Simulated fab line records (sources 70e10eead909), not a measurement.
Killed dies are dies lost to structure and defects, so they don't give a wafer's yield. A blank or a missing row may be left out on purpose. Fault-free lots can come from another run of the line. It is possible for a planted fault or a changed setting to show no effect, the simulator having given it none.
Tool commonality check | flow nandHarc | 15 wafers sampled across 5 lots

## THE REASON FOR OPENING IT
At NHARC_END_SORT_01 the reading killedAtArray is flagged on 3 of 5 lots. No-fault wafers: 26, standard deviation 9.6.
Rule: a lot is flagged when every wafer of it that has a number lies more than 4 standard deviations from that mean, or none has a number. The other lots count as sound.

lot  | measured     | on        | killedAtArray, wafer by wafer | flag
L314 | day 21 06:08 | prober-01 | 674 671 673                   | FLAGGED
L316 | day 21 07:43 | prober-02 | 674 672 675                   | FLAGGED
L315 | day 21 13:56 | prober-02 | 673 669 669                   | FLAGGED
L318 | day 22 01:46 | prober-02 | 18 30 22                      | 
L323 | day 23 16:43 | prober-01 | 33 25 44                      | 
On average the flagged lots' numbers are 672, which is +646 against the usual, or +67 standard deviations.

## WHICH TOOL EACH LOT WENT THROUGH
Before the reading, the record contains 2 process steps out of a 1159-step route. Each cell gives the tool, then ch followed by the chambers the sampled wafers passed through, then the start.
lot  | flag    | NHARC_P_BONDPAD_CMP_19        | NHARC_A_ONON_D1_DEP_00
L314 | FLAGGED | cmp-02 ch 0,1,2, day 8 13:21  | pecvdOnon-03, day 9 12:59
L316 | FLAGGED | cmp-02 ch 0,1, day 8 18:35    | pecvdOnon-02, day 9 19:08
L315 | FLAGGED | cmp-03 ch 0,1,2, day 8 15:53  | pecvdOnon-04, day 9 12:58
L318 |         | cmp-02 ch 1,2,3, day 9 18:32  | pecvdOnon-02 ch 0, day 10 18:01
L323 |         | cmp-04 ch 1,2,3, day 10 16:40 | pecvdOnon-02 ch 0, day 11 14:38
These steps, and what they do:
- NHARC_P_BONDPAD_CMP_19: polishes, t overpolish 30 s, cu recess touch 16 s, target thk 160.81 nm.
- NHARC_A_ONON_D1_DEP_00: target thk 1000 nm.
- NHARC_END_SORT_01

## FLAGGED OVER TOTAL, TOOL BY TOOL (the gauges that took the reading come last)
step                   | tool         | lots run | flagged | share of the flagged lots | sound lots run after its first flagged lot
NHARC_P_BONDPAD_CMP_19 | cmp-02       | 3        | 2       | some                      | 1 (L318)
NHARC_P_BONDPAD_CMP_19 | cmp-03       | 1        | 1       | some                      | 0
NHARC_P_BONDPAD_CMP_19 | cmp-04       | 1        | 0       | none                      | -
NHARC_A_ONON_D1_DEP_00 | pecvdOnon-02 | 3        | 1       | some                      | 2 (L318,L323)
NHARC_A_ONON_D1_DEP_00 | pecvdOnon-03 | 1        | 1       | some                      | 0
NHARC_A_ONON_D1_DEP_00 | pecvdOnon-04 | 1        | 1       | some                      | 0
NHARC_END_SORT_01      | prober-01    | 2        | 1       | some                      | 1 (L323)
NHARC_END_SORT_01      | prober-02    | 3        | 2       | some                      | 1 (L318)

## WHAT THE TABLE PERMITS
No row of the table ran every flagged lot.

## WHAT HAD BEEN PUT IN BY THE SIMULATOR
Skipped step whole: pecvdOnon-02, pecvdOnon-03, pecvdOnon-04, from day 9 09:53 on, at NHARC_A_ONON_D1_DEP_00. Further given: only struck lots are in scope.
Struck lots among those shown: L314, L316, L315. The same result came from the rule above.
